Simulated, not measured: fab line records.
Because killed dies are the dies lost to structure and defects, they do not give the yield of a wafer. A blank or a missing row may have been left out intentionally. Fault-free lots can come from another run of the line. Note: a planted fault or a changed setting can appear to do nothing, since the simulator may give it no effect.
Split-lot study :: flow n5_finfet :: 39 wafers read from 7 lots, route of 1938 steps

ON THE SPLIT
At N5_BEOL_M9_ETCH_66 (etches SOC in N2/H2, target depth 80 nm, overetch 16 nm, time 120 s), the setting time_s was moved away from the recipe's 120 s on 15 of the 39 wafers read, by -37.4% to +50.5%. For the rest of the wafers, this setting stayed at what the recipe calls for.

Reading taken at the split's own step.

THE READING
SiARC_of_BEOL_M9_COAT_64.thk_nm (the simulator's own value, which no gauge read), in nm, at N5_BEOL_M9_ETCH_66 (etches SOC in N2/H2, target depth 80 nm, overetch 16 nm, time 120 s). The file does not state a usual value for it. Average 6.4 nm, standard deviation 0.15 nm, over the 24 wafers here run with the recipe.

wafer: L075.1
tool, chamber at the split: rie_diel-03, 2
time_s as run, s: 180.6
against the recipe: +50.5%
SiARC_of_BEOL_M9_COAT_64.thk_nm, nm: 3.8
against lot-mates on the recipe: -2.8

wafer: L075.2
tool, chamber at the split: rie_diel-03, 0,3,0
time_s as run, s: 120
against the recipe: recipe
SiARC_of_BEOL_M9_COAT_64.thk_nm, nm: 6.6
against lot-mates on the recipe: -

wafer: L075.3
tool, chamber at the split: rie_diel-03, 0,3,0
time_s as run, s: 120
against the recipe: recipe
SiARC_of_BEOL_M9_COAT_64.thk_nm, nm: 6.6
against lot-mates on the recipe: -

wafer: L075.6
tool, chamber at the split: rie_diel-03, 0,3,0
time_s as run, s: 120
against the recipe: recipe
SiARC_of_BEOL_M9_COAT_64.thk_nm, nm: 6.6
against lot-mates on the recipe: -

wafer: L075.4
tool, chamber at the split: rie_diel-03, 1
time_s as run, s: 180.6
against the recipe: +50.5%
SiARC_of_BEOL_M9_COAT_64.thk_nm, nm: 3.6
against lot-mates on the recipe: -3.0

wafer: L075.5
tool, chamber at the split: rie_diel-03, 1
time_s as run, s: 180.6
against the recipe: +50.5%
SiARC_of_BEOL_M9_COAT_64.thk_nm, nm: 3.6
against lot-mates on the recipe: -3.0

wafer: L083.1
tool, chamber at the split: rie_diel-06, 2
time_s as run, s: 120
against the recipe: recipe
SiARC_of_BEOL_M9_COAT_64.thk_nm, nm: 6.6
against lot-mates on the recipe: -

wafer: L083.2
tool, chamber at the split: rie_diel-06, 1,3
time_s as run, s: 120
against the recipe: recipe
SiARC_of_BEOL_M9_COAT_64.thk_nm, nm: 6.4
against lot-mates on the recipe: -

wafer: L083.6
tool, chamber at the split: rie_diel-06, 1,3
time_s as run, s: 120
against the recipe: recipe
SiARC_of_BEOL_M9_COAT_64.thk_nm, nm: 6.4
against lot-mates on the recipe: -

wafer: L085.1
tool, chamber at the split: rie_diel-03, 0,3
time_s as run, s: 120
against the recipe: recipe
SiARC_of_BEOL_M9_COAT_64.thk_nm, nm: 6.6
against lot-mates on the recipe: -

wafer: L085.4
tool, chamber at the split: rie_diel-03, 0,3
time_s as run, s: 120
against the recipe: recipe
SiARC_of_BEOL_M9_COAT_64.thk_nm, nm: 6.6
against lot-mates on the recipe: -

wafer: L085.2
tool, chamber at the split: rie_diel-03, 2,1,1,2
time_s as run, s: 120
against the recipe: recipe
SiARC_of_BEOL_M9_COAT_64.thk_nm, nm: 6.4
against lot-mates on the recipe: -

wafer: L085.3
tool, chamber at the split: rie_diel-03, 2,1,1,2
time_s as run, s: 120
against the recipe: recipe
SiARC_of_BEOL_M9_COAT_64.thk_nm, nm: 6.4
against lot-mates on the recipe: -

wafer: L085.5
tool, chamber at the split: rie_diel-03, 2,1,1,2
time_s as run, s: 120
against the recipe: recipe
SiARC_of_BEOL_M9_COAT_64.thk_nm, nm: 6.4
against lot-mates on the recipe: -

wafer: L085.6
tool, chamber at the split: rie_diel-03, 2,1,1,2
time_s as run, s: 120
against the recipe: recipe
SiARC_of_BEOL_M9_COAT_64.thk_nm, nm: 6.4
against lot-mates on the recipe: -

wafer: L086.1
tool, chamber at the split: rie_diel-06, 2,3
time_s as run, s: 120
against the recipe: recipe
SiARC_of_BEOL_M9_COAT_64.thk_nm, nm: 6.4
against lot-mates on the recipe: -

wafer: L086.4
tool, chamber at the split: rie_diel-06, 2,3
time_s as run, s: 120
against the recipe: recipe
SiARC_of_BEOL_M9_COAT_64.thk_nm, nm: 6.4
against lot-mates on the recipe: -

wafer: L086.2
tool, chamber at the split: rie_diel-06, 1
time_s as run, s: 100
against the recipe: -16.7%
SiARC_of_BEOL_M9_COAT_64.thk_nm, nm: 7.2
against lot-mates on the recipe: +0.9

wafer: L086.5
tool, chamber at the split: rie_diel-06, 1
time_s as run, s: 100
against the recipe: -16.7%
SiARC_of_BEOL_M9_COAT_64.thk_nm, nm: 7.2
against lot-mates on the recipe: +0.9

wafer: L086.3
tool, chamber at the split: rie_diel-06, 0
time_s as run, s: 100
against the recipe: -16.7%
SiARC_of_BEOL_M9_COAT_64.thk_nm, nm: 7
against lot-mates on the recipe: +0.7

wafer: L086.6
tool, chamber at the split: rie_diel-06, 0
time_s as run, s: 120
against the recipe: recipe
SiARC_of_BEOL_M9_COAT_64.thk_nm, nm: 6.2
against lot-mates on the recipe: -

wafer: L088.1
tool, chamber at the split: rie_diel-03, 3,0
time_s as run, s: 120
against the recipe: recipe
SiARC_of_BEOL_M9_COAT_64.thk_nm, nm: 6.6
against lot-mates on the recipe: -

wafer: L088.6
tool, chamber at the split: rie_diel-03, 3,0
time_s as run, s: 120
against the recipe: recipe
SiARC_of_BEOL_M9_COAT_64.thk_nm, nm: 6.6
against lot-mates on the recipe: -

wafer: L088.2
tool, chamber at the split: rie_diel-03, 0
time_s as run, s: 93.85
against the recipe: -21.8%
SiARC_of_BEOL_M9_COAT_64.thk_nm, nm: 7.8
against lot-mates on the recipe: +1.3

wafer: L088.3
tool, chamber at the split: rie_diel-03, 1
time_s as run, s: 120
against the recipe: recipe
SiARC_of_BEOL_M9_COAT_64.thk_nm, nm: 6.4
against lot-mates on the recipe: -

wafer: L088.4
tool, chamber at the split: rie_diel-03, 2,1
time_s as run, s: 93.85
against the recipe: -21.8%
SiARC_of_BEOL_M9_COAT_64.thk_nm, nm: 7.6
against lot-mates on the recipe: +1.1

wafer: L088.5
tool, chamber at the split: rie_diel-03, 2,1
time_s as run, s: 93.85
against the recipe: -21.8%
SiARC_of_BEOL_M9_COAT_64.thk_nm, nm: 7.6
against lot-mates on the recipe: +1.1

wafer: L089.1
tool, chamber at the split: rie_diel-06, 2,0
time_s as run, s: 120
against the recipe: recipe
SiARC_of_BEOL_M9_COAT_64.thk_nm, nm: 6.2
against lot-mates on the recipe: -

wafer: L089.6
tool, chamber at the split: rie_diel-06, 2,0
time_s as run, s: 120
against the recipe: recipe
SiARC_of_BEOL_M9_COAT_64.thk_nm, nm: 6.2
against lot-mates on the recipe: -

wafer: L089.2
tool, chamber at the split: rie_diel-06, 1,3
time_s as run, s: 75.07
against the recipe: -37.4%
SiARC_of_BEOL_M9_COAT_64.thk_nm, nm: 8.4
against lot-mates on the recipe: +2.1

wafer: L089.4
tool, chamber at the split: rie_diel-06, 1,3
time_s as run, s: 75.07
against the recipe: -37.4%
SiARC_of_BEOL_M9_COAT_64.thk_nm, nm: 8.4
against lot-mates on the recipe: +2.1

wafer: L089.3
tool, chamber at the split: rie_diel-06, 0
time_s as run, s: 75.07
against the recipe: -37.4%
SiARC_of_BEOL_M9_COAT_64.thk_nm, nm: 8.2
against lot-mates on the recipe: +1.9

wafer: L089.5
tool, chamber at the split: rie_diel-06, 3
time_s as run, s: 120
against the recipe: recipe
SiARC_of_BEOL_M9_COAT_64.thk_nm, nm: 6.4
against lot-mates on the recipe: -

wafer: L091.1
tool, chamber at the split: rie_diel-06, 3,2,3
time_s as run, s: 172
against the recipe: +43.3%
SiARC_of_BEOL_M9_COAT_64.thk_nm, nm: 4
against lot-mates on the recipe: -2.2

wafer: L091.2
tool, chamber at the split: rie_diel-06, 3,2,3
time_s as run, s: 172
against the recipe: +43.3%
SiARC_of_BEOL_M9_COAT_64.thk_nm, nm: 4
against lot-mates on the recipe: -2.2

wafer: L091.6
tool, chamber at the split: rie_diel-06, 3,2,3
time_s as run, s: 172
against the recipe: +43.3%
SiARC_of_BEOL_M9_COAT_64.thk_nm, nm: 4
against lot-mates on the recipe: -2.2

wafer: L091.3
tool, chamber at the split: rie_diel-06, 1,0,0
time_s as run, s: 120
against the recipe: recipe
SiARC_of_BEOL_M9_COAT_64.thk_nm, nm: 6.2
against lot-mates on the recipe: -

wafer: L091.4
tool, chamber at the split: rie_diel-06, 1,0,0
time_s as run, s: 120
against the recipe: recipe
SiARC_of_BEOL_M9_COAT_64.thk_nm, nm: 6.2
against lot-mates on the recipe: -

wafer: L091.5
tool, chamber at the split: rie_diel-06, 1,0,0
time_s as run, s: 120
against the recipe: recipe
SiARC_of_BEOL_M9_COAT_64.thk_nm, nm: 6.2
against lot-mates on the recipe: -
When a row names more than one chamber, that row covers several wafers, and the file does not tell which wafer ran in which chamber.

THE FIT
A straight line over all 39 wafers: SiARC_of_BEOL_M9_COAT_64.thk_nm changes by -0.0538 nm for each +1% of time_s; r = -0.99; the points scatter about the line by 0.15 nm.
The same after taking each lot's own level away (the mean of its wafers on the recipe; 39 wafers): -0.0545 nm for each +1%; r = -1.00; scatter 0.11 nm.
According to that fit, moving time_s by its largest amount changes the reading by 2.8 nm.
From 6.20 to 6.60 nm: that is the span of the lots' own levels, equal to 2.6 times the standard deviation above.
So the lot-to-lot level changes the slope little: the two slopes agree.
Check: -2.76 nm against its lot-mates is what the line predicts for one of the wafers moved furthest among these (+50.5%) when that wafer is left out of the fit. Against them it came out at -2.8 nm.

ADDITIONAL SPLITS CARRIED BY THESE WAFERS
Other splits were also applied to these wafers ahead of the reading. Each is held against what the fit with the lots' levels taken away leaves over:
other split on the same wafers: N5_BEOL_M6_ILD_DEP_00 target_thk_a
wafers away from the commonest value: 18
r with SiARC_of_BEOL_M9_COAT_64.thk_nm (lot level and that fit taken away): -0.10

other split on the same wafers: N5_BEOL_M7_ILD_DEP_00 time_s
wafers away from the commonest value: 6
r with SiARC_of_BEOL_M9_COAT_64.thk_nm (lot level and that fit taken away): +0.23

FILE'S OWN FIT
SiARC_of_BEOL_M9_COAT_64.thk_nm changes by -0.0545 nm for each +1% of time_s, r = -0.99.
